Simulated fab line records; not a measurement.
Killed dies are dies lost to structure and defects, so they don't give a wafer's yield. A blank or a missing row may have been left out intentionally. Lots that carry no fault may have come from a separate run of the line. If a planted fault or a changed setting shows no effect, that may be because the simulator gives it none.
A struck lot beside a sound one || flow nand_harc || 42 steps out of a route of 1302
Sound: the wafers L389.3, L389.5, L389.6. Wafers L398.3, L398.5, L398.6 were the ones struck. The cause is named last.
At each step with rows: each side's tool, then ch and its chambers, then its first start. Under that, the readings that differ: sound wafers || struck wafers || difference of the means || sigmas: that difference in standard deviations of wafers without a fault.
alike: readings whose means differ by less than 2 such deviations, and words and numbers that are the same on both sides. not compared: withheld readings, readings that some wafer has no value for, bounds like >300 that may hide the same value, and numbers for which the record gives no deviation and whose values overlap.
Wherever a step has rows on one side only, a row that says differs or no value, or a row with sigmas, the two part there. When numbers do not overlap yet have no deviation, they are printed without sigmas and do not part them. A reading that every wafer of one side lacks parts them only if that side has two wafers or more.

first, 1 step without rows for these wafers: NHARC_P_M0_SRD_25.
NHARC_P_M0_INSPECT_27:
  sound on defect_inspect-01 at day 7 05:53; struck on defect_inspect-01 at day 11 00:38
  alike: raw_defect_count
then, 1 step without rows for these wafers: NHARC_P_M0_PRE_CLEAN_31 (time 12 s).
NHARC_P_M0_DEP_32: deposits SiCN, target thk 30 nm.
  sound on pecvd-02 ch 0,1, day 7 06:07; struck on pecvd-02 ch 1,2, day 11 00:47
  alike: chamber_pressure_Torr, heater_power_w
  not compared: since_wet_clean_h
then, 7 steps without rows for these wafers: NHARC_P_M1_DEP_00 (deposits SiOC, target thk 182.5 nm); NHARC_P_M1_DEHYDRATE_01 (time 120 s); NHARC_P_M1_HMDS_02 (time 30 s); NHARC_P_M1_COAT_34 (time 65 s); NHARC_P_M1_COAT_03 (resist thk 90 nm); NHARC_P_M1_SOFTBAKE_04 (time 55 s); NHARC_P_M1_EBR_05.
NHARC_P_M1_EXPOSE_06: exposes mask P M1, target cd 130 nm.
  sound on arfi_scanner-02 ch 0, day 7 07:01; struck on arfi_scanner-02 ch 0, day 11 01:55
{"reading": "exposure_dose_mJ_cm2", "sound": "81.87 81.80 81.84", "struck": "64.47 64.37 64.41", "difference": -17.42, "sigmas": "-99 or more"}
  alike: mask
then, 2 steps without rows for these wafers: NHARC_P_M1_PEB_07 (peb time 65 s); NHARC_P_M1_DEVELOP_08 (develop time 35 s).
NHARC_P_M1_CD_MEAS_09: the cd target is 130 nm.
  sound on cd_sem-02 ch 0, day 7 07:08; struck on cd_sem-02 ch 0, day 11 02:02
{"reading": "cd_nm (nm)", "sound": "129.6 129.5 130.6", "struck": "115.3 115.7 115.9", "difference": -14.3, "sigmas": -21}
NHARC_P_M1_OVL_MEAS_10: pitch 260 nm.
  sound on overlay-01 at day 7 07:14; struck on overlay-02 at day 11 02:08
{"reading": "overlay_y_nm (nm)", "sound": "-0.5 -0.8 0.0", "struck": "1.2 1.3 0.7", "difference": "+1.5", "sigmas": "+2"}
  alike: overlay_x_nm
NHARC_P_M1_INSPECT_11:
  sound on defect_inspect-02 at day 7 07:16; struck on defect_inspect-02 at day 11 02:10
  alike: raw_defect_count
NHARC_P_M1_DESCUM_14: chemistry O2, time 3 s.
  sound on rie_diel-02 ch 0,1, day 7 07:20; struck on rie_diel-09 ch 0,3, day 11 02:14
{"reading": "model.P_M1.cd_nm (nm)", "sound": "130.4 130.8 130.8", "struck": "115.7 116.8 116.5", "difference": -14.3, "sigmas": ""}
  alike: drypump_motor_current_A, o2_flow_sccm, oes_product_au, rf_vpp_V, showerhead_plenum_p_Torr, throttle_valve_pct
  not compared: rf_hours_counter_h
then, 2 steps without rows for these wafers: NHARC_P_M1_ETCH_35 (etches the open film in N2/H2, target depth 40 nm, overetch 12 nm, time 43.94 s); NHARC_P_M1_ETCH_15 (etches the open film in C4F8/Ar, target depth 182.5 nm, time 91.2 s).
NHARC_P_M1_CD_MEAS_16:
  sound on cd_sem-03 at day 7 07:38; struck on cd_sem-01 at day 11 02:32
{"reading": "cd_nm (nm)", "sound": "130.7 130.9 131.3", "struck": "115.6 116.4 115.6", "difference": -15.1, "sigmas": -14}
then, 1 step without rows for these wafers: NHARC_P_M1_STRIP_18 (strips in N2/H2).
NHARC_P_M1_ETCH_28: etches the open film in CF4/N2, target depth 30 nm, time 72.99 s.
  sound on rie_diel-11 ch 0,2,3; struck on rie_diel-11 ch 0,1,3
{"reading": "model.P_M1.cd_nm (nm)", "sound": "130.4 130.9 129.4", "struck": "115.8 114.5 116.1", "difference": -14.8, "sigmas": ""}
  alike: drypump_motor_current_A, n2_flow_sccm, oes_product_au, rf_vpp_V, showerhead_plenum_p_Torr, throttle_valve_pct
  not compared: rf_hours_counter_h
then, 2 steps without rows for these wafers: NHARC_P_M1_STRIP_19 (strips in post etch residue remover, time 600 s); NHARC_P_M1_DEGAS_29 (time 60 s).
NHARC_P_M1_PRE_CLEAN_30: time 30 s.
  sound on pvd_sputter-02; struck on pvd_sputter-02
  alike: heater_power_w
NHARC_P_M1_PVD_20: deposits TaN, target thk 5 nm, time 8.06 s.
  sound on pvd_sputter-02; struck on pvd_sputter-02
  alike: throttle_valve_pct
then, 3 steps without rows for these wafers: NHARC_P_M1_PVD_21 (deposits Cu, target thk 30 nm, time 20.49 s); NHARC_P_M1_ECD_22 (material Cu, target thk 400 nm); NHARC_P_M1_ANNEAL_31 (time 90 s).
NHARC_P_M1_CMP_23: polishes, t overpolish 20 s, target thk 157.82 nm.
  sound on cmp-03 ch 2,3, day 7 09:35; struck on cmp-01 ch 1,2,3, day 11 04:24
  alike: motor_current_A, time_to_endpoint_s
NHARC_P_M1_THK_MEAS_24: measures by xrf.
  sound on film_metro-02 at day 7 09:53; struck on film_metro-01 at day 11 04:38
  alike: thk_nm
next, for these wafers, 1 step has no rows: NHARC_P_M1_SRD_25.
NHARC_P_M1_INSPECT_27:
  sound on defect_inspect-02 at day 7 10:02; struck on defect_inspect-01 at day 11 04:47
  alike: raw_defect_count
NHARC_P_M1_PRE_CLEAN_32: time 12 s.
  sound on pecvd-01 ch 0,1,2, day 7 10:06; struck on pecvd-03 ch 1,2, day 11 04:53
  alike: heater_power_w
  not compared: since_wet_clean_h
then, 5 steps without rows for these wafers: NHARC_P_M1_DEP_33 (deposits SiCN, target thk 30 nm); NHARC_P_M2_DEP_00 (deposits SiOC, target thk 182.5 nm); NHARC_P_M2_DEHYDRATE_01 (time 120 s); NHARC_P_M2_HMDS_02 (time 30 s); NHARC_P_M2_COAT_34 (time 65 s).
-- a jump in the record: the struck wafers' starts before and after are 16 days apart (it breaks off in module P_M2 and resumes in module A_M0, where the first step shown is number 1150 of the route) --
NHARC_A_M0_DESCUM_14: chemistry O2, time 3 s.
  sound on rie_diel-05 ch 1,2,3, day 24 01:15; struck on rie_diel-05 ch 0,1, day 27 04:00
  alike: drypump_motor_current_A, o2_flow_sccm, oes_product_au, rf_vpp_V, showerhead_plenum_p_Torr, throttle_valve_pct
  not compared: rf_hours_counter_h, model.A_M0.cd_nm
NHARC_A_M0_ETCH_15: etches the open film in C4F8/Ar, target depth 150 nm, overetch 15 nm, time 82.5 s.
  sound on rie_diel-05 ch 1,2; struck on rie_diel-05 ch 0,1,2
  alike: oes_product_au, rf_vpp_V
  not compared: rf_hours_counter_h, model.A_M0.cd_nm

== WHERE THEY PART ==
At NHARC_P_M1_EXPOSE_06 first; at NHARC_P_M1_CD_MEAS_16 last (within this record only). Later steps at which nothing parts them and some readings are alike: NHARC_P_M1_ETCH_28, NHARC_P_M1_PRE_CLEAN_30, NHARC_P_M1_PVD_20, NHARC_P_M1_CMP_23, NHARC_P_M1_THK_MEAS_24, NHARC_P_M1_INSPECT_27, NHARC_P_M1_PRE_CLEAN_32, NHARC_A_M0_DESCUM_14, NHARC_A_M0_ETCH_15.

WHY: the cause the simulator had injected
Process parameters drifting: arfi_scanner-02 at NHARC_P_M1_EXPOSE_06, beginning at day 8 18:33. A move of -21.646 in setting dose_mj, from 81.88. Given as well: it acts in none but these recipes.
